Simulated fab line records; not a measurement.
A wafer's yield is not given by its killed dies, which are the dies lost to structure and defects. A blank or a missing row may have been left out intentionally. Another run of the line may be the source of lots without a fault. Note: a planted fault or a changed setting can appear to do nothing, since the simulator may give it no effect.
Chamber matching :: flow n5 finfet :: rie diel-06 running N5_BEOL_M0_SAQP_ETCH_73: 4 sister chambers
The step etches SiARC in CF4, target depth 19.5 nm, time 32.5 s. 7 wafers are shown with their chamber, then 7 later ones without.

== EACH WAFER AND ITS CHAMBER ==
wafer: L084.5
chamber: 2
showerhead plenum p Torr (Torr): 2.11
drypump motor current A (A): 5.6

wafer: L084.6
chamber: 3
showerhead plenum p Torr (Torr): 2.09
drypump motor current A (A): 5.9

wafer: L085.2
chamber: 0
showerhead plenum p Torr (Torr): 2.10
drypump motor current A (A): 5.8

wafer: L085.4
chamber: 3
showerhead plenum p Torr (Torr): 2.09
drypump motor current A (A): 5.9

wafer: L085.5
chamber: 1
showerhead plenum p Torr (Torr): 2.26
drypump motor current A (A): 6.7

wafer: L090.3
chamber: 1
showerhead plenum p Torr (Torr): 2.25
drypump motor current A (A): 6.6

wafer: L090.4
chamber: 2
showerhead plenum p Torr (Torr): 2.11
drypump motor current A (A): 5.7

== WAFERS WITHOUT THEIR CHAMBER ==
wafer: L090.6
showerhead plenum p Torr (Torr): 2.08
drypump motor current A (A): 5.9

wafer: L091.1
showerhead plenum p Torr (Torr): 2.11
drypump motor current A (A): 5.6

wafer: L091.2
showerhead plenum p Torr (Torr): 2.08
drypump motor current A (A): 5.9

wafer: L091.6
showerhead plenum p Torr (Torr): 2.11
drypump motor current A (A): 5.7

wafer: L094.1
showerhead plenum p Torr (Torr): 2.11
drypump motor current A (A): 5.6

wafer: L094.4
showerhead plenum p Torr (Torr): 2.08
drypump motor current A (A): 5.9

wafer: L094.6
showerhead plenum p Torr (Torr): 2.25
drypump motor current A (A): 6.6

== CHAMBER TAKEN BY EACH ==
wafer: L090.6
from the rows above: 3
in truth: 3

wafer: L091.1
from the rows above: 2
in truth: 2

wafer: L091.2
from the rows above: 3
in truth: 3

wafer: L091.6
from the rows above: 2
in truth: 2

wafer: L094.1
from the rows above: 2
in truth: 2

wafer: L094.4
from the rows above: 3
in truth: 3

wafer: L094.6
from the rows above: 1
in truth: 1
Correct placement for 7 of the 7. Left unplaced by these rows: 0. Wrongly placed: 0.
How it was worked out, from the rows above alone: a wafer's distance from a chamber is the root of the sum, over the readings, of the square of ((its reading less the chamber's mean) divided by the reading's scatter). The wafer belongs to the nearest chamber; if the next one is less than 2 further off, it can't be placed. A chamber's mean is the mean of its shown wafers. The scatter is the square root of a quotient: the sum, over the shown wafers, of each reading's squared deviation from its chamber's mean, divided by wafers minus chambers.
